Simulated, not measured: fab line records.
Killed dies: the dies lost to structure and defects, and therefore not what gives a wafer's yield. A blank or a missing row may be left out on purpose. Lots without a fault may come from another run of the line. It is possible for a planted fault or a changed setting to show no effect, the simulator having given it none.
Which tool is to blame? :: flow n5Finfet :: Sampling: 11 lots, 31 wafers, 2 of 1938 route steps

WHAT THE GAUGES READ, wafer by wafer
N5_MIM_BOT_LITHO_OVL_MEAS_11.
lot: L381
measured: day 11 08:13
on: overlay-02
MIM_BOT_OVL (nm): -1 -10 0

lot: L382
measured: day 11 07:54
on: overlay-01
MIM_BOT_OVL (nm): -6 -7 -5

lot: L384
measured: day 12 11:13
on: overlay-02
MIM_BOT_OVL (nm): -1 -3

lot: L386
measured: day 13 01:43
on: overlay-01
MIM_BOT_OVL (nm): -10 -10 -4

lot: L388
measured: day 13 10:09
on: overlay-02
MIM_BOT_OVL (nm): -7 -7 -9

lot: L389
measured: day 13 08:00
on: overlay-02
MIM_BOT_OVL (nm): 3 3 1

lot: L390
measured: day 13 18:47
on: overlay-02
MIM_BOT_OVL (nm): 5 4

lot: L391
measured: day 14 01:47
on: overlay-01
MIM_BOT_OVL (nm): 8 6 5

lot: L393
measured: day 14 11:19
on: overlay-02
MIM_BOT_OVL (nm): 6 -1 1

lot: L401
measured: day 16 17:31
on: overlay-02
MIM_BOT_OVL (nm): 11 7 7

lot: L403
measured: day 17 02:24
on: overlay-02
MIM_BOT_OVL (nm): 2 -5 0

TOOL THAT RAN EACH LOT (tool first, then ch and the chambers of the sampled wafers, then the start)
lot: L381
N5_BEOL_M1_SPUTTER_86: pvdSputter-03, day 6 13:56

lot: L382
N5_BEOL_M1_SPUTTER_86: pvdSputter-01, day 6 14:16

lot: L384
N5_BEOL_M1_SPUTTER_86: pvdSputter-01, day 7 04:44

lot: L386
N5_BEOL_M1_SPUTTER_86: pvdSputter-01, day 7 21:11

lot: L388
N5_BEOL_M1_SPUTTER_86: pvdSputter-01, day 8 01:19

lot: L389
N5_BEOL_M1_SPUTTER_86: pvdSputter-02, day 8 13:08

lot: L390
N5_BEOL_M1_SPUTTER_86: pvdSputter-02, day 8 15:49

lot: L391
N5_BEOL_M1_SPUTTER_86: pvdSputter-02, day 8 18:28

lot: L393
N5_BEOL_M1_SPUTTER_86: pvdSputter-02, day 9 07:58

lot: L401
N5_BEOL_M1_SPUTTER_86: pvdSputter-03, day 11 08:35

lot: L403
N5_BEOL_M1_SPUTTER_86: pvdSputter-02, day 11 21:59
- N5_BEOL_M1_SPUTTER_86: material Cu, target thk 4.5 nm, time 8.29 s.

AS READ BY THE TOOLS THEMSELVES (means over the sampled wafers that have a number; for cases with no such wafer, the mark the record gives instead)
N5_BEOL_M1_SPUTTER_86.
lot: L381
tool: pvdSputter-03
susceptorTempC (C): -19.99
throttleValvePct (%): 30.8

lot: L382
tool: pvdSputter-01
susceptorTempC (C): -20.01
throttleValvePct (%): 30.0

lot: L384
tool: pvdSputter-01
susceptorTempC (C): -19.89
throttleValvePct (%): 30.2

lot: L386
tool: pvdSputter-01
susceptorTempC (C): -20.09
throttleValvePct (%): 30.4

lot: L388
tool: pvdSputter-01
susceptorTempC (C): -20.07
throttleValvePct (%): 30.1

lot: L389
tool: pvdSputter-02
susceptorTempC (C): -19.97
throttleValvePct (%): 29.6

lot: L390
tool: pvdSputter-02
susceptorTempC (C): -19.91
throttleValvePct (%): 27.6

lot: L391
tool: pvdSputter-02
susceptorTempC (C): -19.95
throttleValvePct (%): 28.1

lot: L393
tool: pvdSputter-02
susceptorTempC (C): -19.98
throttleValvePct (%): 29.0

lot: L401
tool: pvdSputter-03
susceptorTempC (C): -19.98
throttleValvePct (%): 30.1

lot: L403
tool: pvdSputter-02
susceptorTempC (C): -20.02
throttleValvePct (%): 28.9

THE ANSWER, worked out from the rows above alone
Rule: the lots themselves supply what counts as usual. Put in order of their means at a reading, lots are off if they are a third of the lots or fewer, leave a main group of 4 or more, and stand apart from it by a gap of 3 or more times the standard deviation of the main group's means; of several such gaps the widest counts. Not used: any main group whose means are identical at the precision the tables above print for the reading. Also off: a lot with no number at a reading for which 4 or more lots have one. The other lots that the step has rows for count as sound. After the gauges, taken in route order, come the tools' own readings; for these a lot's mean is taken, as printed above. The first step at which some lot is off is used, and at that step the reading that is off furthest; a lot without a number counts as furthest.
No lot is off at any reading shown: from this, nothing can be told.

WHAT HAD BEEN PUT IN BY THE SIMULATOR
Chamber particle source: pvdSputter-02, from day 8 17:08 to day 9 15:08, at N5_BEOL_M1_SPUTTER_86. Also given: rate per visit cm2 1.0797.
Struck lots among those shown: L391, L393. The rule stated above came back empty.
